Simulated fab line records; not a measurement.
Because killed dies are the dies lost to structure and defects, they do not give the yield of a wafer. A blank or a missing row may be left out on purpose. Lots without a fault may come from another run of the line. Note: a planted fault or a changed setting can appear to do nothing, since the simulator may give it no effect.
What tool caused it? | flow n5-finfet | 11 lots with 33 wafers sampled at 4 steps, on a route of 1938 steps

== WHAT THE GAUGES SHOWED, per wafer ==
N5_BEOL_M14_OVL_MEAS_29.
lot  | measured     | on         | M14_OVL (nm)
L641 | day 11 11:17 | overlay-01 | 4 2 -2
L642 | day 11 20:36 | overlay-02 | 9 2 1
L644 | day 12 21:02 | overlay-01 | 5 2 2
L647 | day 13 15:08 | overlay-01 | 10 2 10
L652 | day 13 15:31 | overlay-02 | 3 4 10
L649 | day 13 15:52 | overlay-01 | 8 10 4
L646 | day 13 16:43 | overlay-02 | 6 8 8
L657 | day 15 12:39 | overlay-01 | -5 -7 5
L660 | day 16 07:25 | overlay-02 | 4 4 4
L659 | day 16 10:11 | overlay-02 | -10 -2 -7
L661 | day 17 12:20 | overlay-01 | 0 -7 5

== TOOL THAT RAN EACH LOT (tool first, then ch and the chambers of the sampled wafers, then the start) ==
lot  | N5_BEOL_M14_DESCUM_15              | N5_BEOL_M14_STRIP_64                          | N5_BEOL_M14_COAT_65
L641 | rie-diel-06 ch 0,2,3, day 11 10:29 | rie-diel-06 ch 0,2,3, day 11 10:57 or earlier | litho-track-05 ch 0, day 11 10:57
L642 | rie-diel-05 ch 1,2, day 11 19:49   | rie-diel-05 ch 1,2, day 11 20:17 or earlier   | litho-track-01 ch 0, day 11 20:17
L644 | rie-diel-02 ch 1,2,3, day 12 20:14 | rie-diel-02 ch 1,2,3, day 12 20:43 or earlier | litho-track-01 ch 0, day 12 20:43
L647 | rie-diel-05 ch 0,2,3, day 13 14:13 | rie-diel-05 ch 0,2,3, day 13 14:41 or earlier | litho-track-01 ch 0, day 13 14:41
L652 | rie-diel-05 ch 0,1, day 13 14:35   | rie-diel-05 ch 0,1, day 13 15:04 or earlier   | litho-track-05 ch 0, day 13 15:04
L649 | rie-diel-05 ch 0,3, day 13 14:56   | rie-diel-05 ch 0,3, day 13 15:25 or earlier   | litho-track-01 ch 0, day 13 15:25
L646 | rie-diel-02 ch 1,3, day 13 15:48   | rie-diel-02 ch 1,3, day 13 16:17 or earlier   | litho-track-01 ch 0, day 13 16:17
L657 | rie-diel-02 ch 2,3, day 15 11:51   | rie-diel-02 ch 2,3, day 15 12:20 or earlier   | litho-track-05 ch 0, day 15 12:20
L660 | rie-diel-06 ch 2,3, day 16 06:37   | rie-diel-06 ch 2,3, day 16 07:05 or earlier   | litho-track-05 ch 0, day 16 07:05
L659 | rie-diel-05 ch 1,3, day 16 09:17   | rie-diel-05 ch 1,3, day 16 09:45 or earlier   | litho-track-05 ch 0, day 16 09:45
L661 | rie-diel-02 ch 0,1,3, day 17 11:23 | rie-diel-02 ch 0,1,3, day 17 11:52 or earlier | litho-track-01 ch 0, day 17 11:52
- N5_BEOL_M14_DESCUM_15: chemistry O2, time 7.9 s.
- N5_BEOL_M14_STRIP_64: strips in O2.
- N5_BEOL_M14_COAT_65: time 60 s, resist thk 450 nm.

== THE ANSWER, worked out from the rows above alone ==
Rule: the usual values come from the lots themselves. Put in order of their means at a reading, lots are off if they are a third of the lots or fewer, leave a main group of 4 or more, and stand apart from it by a gap of 3 or more times the standard deviation of the main group's means; of several such gaps the widest counts. A main group is skipped when, at the precision printed for the reading in the tables above, its means are all equal. Also off: a lot with no number at a reading for which 4 or more lots have one. All remaining lots with rows at the step are treated as sound.
Across all readings shown, no lot is off: no conclusion can be drawn from this.

== WHAT THE SIMULATOR HAD INSERTED ==
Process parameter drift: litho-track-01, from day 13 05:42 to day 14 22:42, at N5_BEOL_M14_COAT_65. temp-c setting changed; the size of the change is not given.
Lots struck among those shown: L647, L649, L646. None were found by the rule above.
